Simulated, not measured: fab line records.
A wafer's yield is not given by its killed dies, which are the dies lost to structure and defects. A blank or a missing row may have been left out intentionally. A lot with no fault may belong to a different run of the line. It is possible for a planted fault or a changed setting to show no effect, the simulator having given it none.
Chamber matching || flow n5-finfet || N5_BEOL_M3_ILD_DEP_00 on pecvd-04 has 3 sister chambers
The step deposits SiOC from DEMS/O2, target thk 79 nm, time 15.3 s. 24 wafers are shown with their chamber, then 12 later ones without.

WAFERS PAIRED WITH THEIR CHAMBERS
{"wafer": "L074.2", "chamber": 0, "throttle-valve-pct (%)": 12.1, "showerhead-plenum-p-Torr (Torr)": 5.722, "heater-power-w (W)": 495}
{"wafer": "L074.3", "chamber": 2, "throttle-valve-pct (%)": 11.3, "showerhead-plenum-p-Torr (Torr)": 5.667, "heater-power-w (W)": 533}
{"wafer": "L074.5", "chamber": 0, "throttle-valve-pct (%)": 12.3, "showerhead-plenum-p-Torr (Torr)": 5.712, "heater-power-w (W)": 484}
{"wafer": "L077.1", "chamber": 1, "throttle-valve-pct (%)": 14.5, "showerhead-plenum-p-Torr (Torr)": 5.683, "heater-power-w (W)": 496}
{"wafer": "L077.4", "chamber": 1, "throttle-valve-pct (%)": 14.9, "showerhead-plenum-p-Torr (Torr)": 5.695, "heater-power-w (W)": 476}
{"wafer": "L077.5", "chamber": 1, "throttle-valve-pct (%)": 14.8, "showerhead-plenum-p-Torr (Torr)": 5.703, "heater-power-w (W)": 484}
{"wafer": "L078.1", "chamber": 2, "throttle-valve-pct (%)": 11.3, "showerhead-plenum-p-Torr (Torr)": 5.661, "heater-power-w (W)": 500}
{"wafer": "L078.3", "chamber": 1, "throttle-valve-pct (%)": 14.9, "showerhead-plenum-p-Torr (Torr)": 5.696, "heater-power-w (W)": 507}
{"wafer": "L078.6", "chamber": 0, "throttle-valve-pct (%)": 12.4, "showerhead-plenum-p-Torr (Torr)": 5.715, "heater-power-w (W)": 453}
{"wafer": "L083.2", "chamber": 0, "throttle-valve-pct (%)": 12.4, "showerhead-plenum-p-Torr (Torr)": 5.717, "heater-power-w (W)": 492}
{"wafer": "L083.5", "chamber": 0, "throttle-valve-pct (%)": 12.2, "showerhead-plenum-p-Torr (Torr)": 5.725, "heater-power-w (W)": 517}
{"wafer": "L083.6", "chamber": 2, "throttle-valve-pct (%)": 11.6, "showerhead-plenum-p-Torr (Torr)": 5.661, "heater-power-w (W)": 584}
{"wafer": "L081.2", "chamber": 1, "throttle-valve-pct (%)": 14.6, "showerhead-plenum-p-Torr (Torr)": 5.710, "heater-power-w (W)": 452}
{"wafer": "L081.3", "chamber": 2, "throttle-valve-pct (%)": 11.5, "showerhead-plenum-p-Torr (Torr)": 5.679, "heater-power-w (W)": 575}
{"wafer": "L081.4", "chamber": 1, "throttle-valve-pct (%)": 14.7, "showerhead-plenum-p-Torr (Torr)": 5.703, "heater-power-w (W)": 458}
{"wafer": "L080.1", "chamber": 1, "throttle-valve-pct (%)": 14.6, "showerhead-plenum-p-Torr (Torr)": 5.703, "heater-power-w (W)": 460}
{"wafer": "L080.3", "chamber": 2, "throttle-valve-pct (%)": 11.7, "showerhead-plenum-p-Torr (Torr)": 5.667, "heater-power-w (W)": 508}
{"wafer": "L080.6", "chamber": 0, "throttle-valve-pct (%)": 12.1, "showerhead-plenum-p-Torr (Torr)": 5.735, "heater-power-w (W)": 506}
{"wafer": "L084.1", "chamber": 0, "throttle-valve-pct (%)": 12.5, "showerhead-plenum-p-Torr (Torr)": 5.726, "heater-power-w (W)": 502}
{"wafer": "L084.4", "chamber": 2, "throttle-valve-pct (%)": 11.4, "showerhead-plenum-p-Torr (Torr)": 5.662, "heater-power-w (W)": 480}
{"wafer": "L084.6", "chamber": 0, "throttle-valve-pct (%)": 12.0, "showerhead-plenum-p-Torr (Torr)": 5.726, "heater-power-w (W)": 504}
{"wafer": "L088.1", "chamber": 2, "throttle-valve-pct (%)": 11.5, "showerhead-plenum-p-Torr (Torr)": 5.672, "heater-power-w (W)": 515}
{"wafer": "L088.2", "chamber": 0, "throttle-valve-pct (%)": 12.2, "showerhead-plenum-p-Torr (Torr)": 5.714, "heater-power-w (W)": 518}
{"wafer": "L088.6", "chamber": 1, "throttle-valve-pct (%)": 14.8, "showerhead-plenum-p-Torr (Torr)": 5.700, "heater-power-w (W)": 519}

SIGNATURES, as means of the wafers listed above
{"reading": "throttle-valve-pct", "chamber 0": 12.244, "chamber 1": 14.725, "chamber 2": 11.471, "scatter within a chamber": 0.156}
{"reading": "showerhead-plenum-p-Torr", "chamber 0": 5.72133, "chamber 1": 5.69913, "chamber 2": 5.66700, "scatter within a chamber": 0.00744}
{"reading": "heater-power-w", "chamber 0": 496.78, "chamber 1": 481.50, "chamber 2": 527.86, "scatter within a chamber": 27.9}
Rule: a wafer's distance from a chamber is the root of the sum, over the readings, of the square of ((its reading less the chamber's mean) divided by the reading's scatter). If the next closest chamber is less than 2 further off than the closest, the wafer can't be placed; otherwise it belongs to the closest. The scatter: take each reading less its chamber's mean, square it, sum over the shown wafers, divide by the number of wafers less the number of chambers, and take the root.

WAFERS MISSING THEIR CHAMBER
{"wafer": "L089.1", "throttle-valve-pct (%)": 11.7, "showerhead-plenum-p-Torr (Torr)": 5.680, "heater-power-w (W)": 564}
{"wafer": "L089.2", "throttle-valve-pct (%)": 12.5, "showerhead-plenum-p-Torr (Torr)": 5.701, "heater-power-w (W)": 502}
{"wafer": "L089.6", "throttle-valve-pct (%)": 14.5, "showerhead-plenum-p-Torr (Torr)": 5.703, "heater-power-w (W)": 508}
{"wafer": "L091.1", "throttle-valve-pct (%)": 12.5, "showerhead-plenum-p-Torr (Torr)": 5.711, "heater-power-w (W)": 467}
{"wafer": "L091.4", "throttle-valve-pct (%)": 11.6, "showerhead-plenum-p-Torr (Torr)": 5.650, "heater-power-w (W)": 504}
{"wafer": "L091.5", "throttle-valve-pct (%)": 14.7, "showerhead-plenum-p-Torr (Torr)": 5.702, "heater-power-w (W)": 454}
{"wafer": "L096.2", "throttle-valve-pct (%)": 11.9, "showerhead-plenum-p-Torr (Torr)": 5.672, "heater-power-w (W)": 516}
{"wafer": "L096.3", "throttle-valve-pct (%)": 12.5, "showerhead-plenum-p-Torr (Torr)": 5.721, "heater-power-w (W)": 515}
{"wafer": "L096.4", "throttle-valve-pct (%)": 14.4, "showerhead-plenum-p-Torr (Torr)": 5.699, "heater-power-w (W)": 419}
{"wafer": "L095.2", "throttle-valve-pct (%)": 14.7, "showerhead-plenum-p-Torr (Torr)": 5.701, "heater-power-w (W)": 432}
{"wafer": "L095.4", "throttle-valve-pct (%)": 12.1, "showerhead-plenum-p-Torr (Torr)": 5.728, "heater-power-w (W)": 501}
{"wafer": "L095.5", "throttle-valve-pct (%)": 11.6, "showerhead-plenum-p-Torr (Torr)": 5.664, "heater-power-w (W)": 540}

THE CHAMBER EACH PASSED THROUGH
{"wafer": "L089.1", "from the rows above": 2, "in truth": 2}
{"wafer": "L089.2", "from the rows above": 0, "in truth": 0}
{"wafer": "L089.6", "from the rows above": 1, "in truth": 1}
{"wafer": "L091.1", "from the rows above": 0, "in truth": 0}
{"wafer": "L091.4", "from the rows above": 2, "in truth": 2}
{"wafer": "L091.5", "from the rows above": 1, "in truth": 1}
{"wafer": "L096.2", "from the rows above": 2, "in truth": 2}
{"wafer": "L096.3", "from the rows above": 0, "in truth": 0}
{"wafer": "L096.4", "from the rows above": 1, "in truth": 1}
{"wafer": "L095.2", "from the rows above": 1, "in truth": 1}
{"wafer": "L095.4", "from the rows above": 0, "in truth": 0}
{"wafer": "L095.5", "from the rows above": 2, "in truth": 2}
Correctly placed: 12 of 12. From these rows, 0 cannot be placed. 0 placed wrongly.
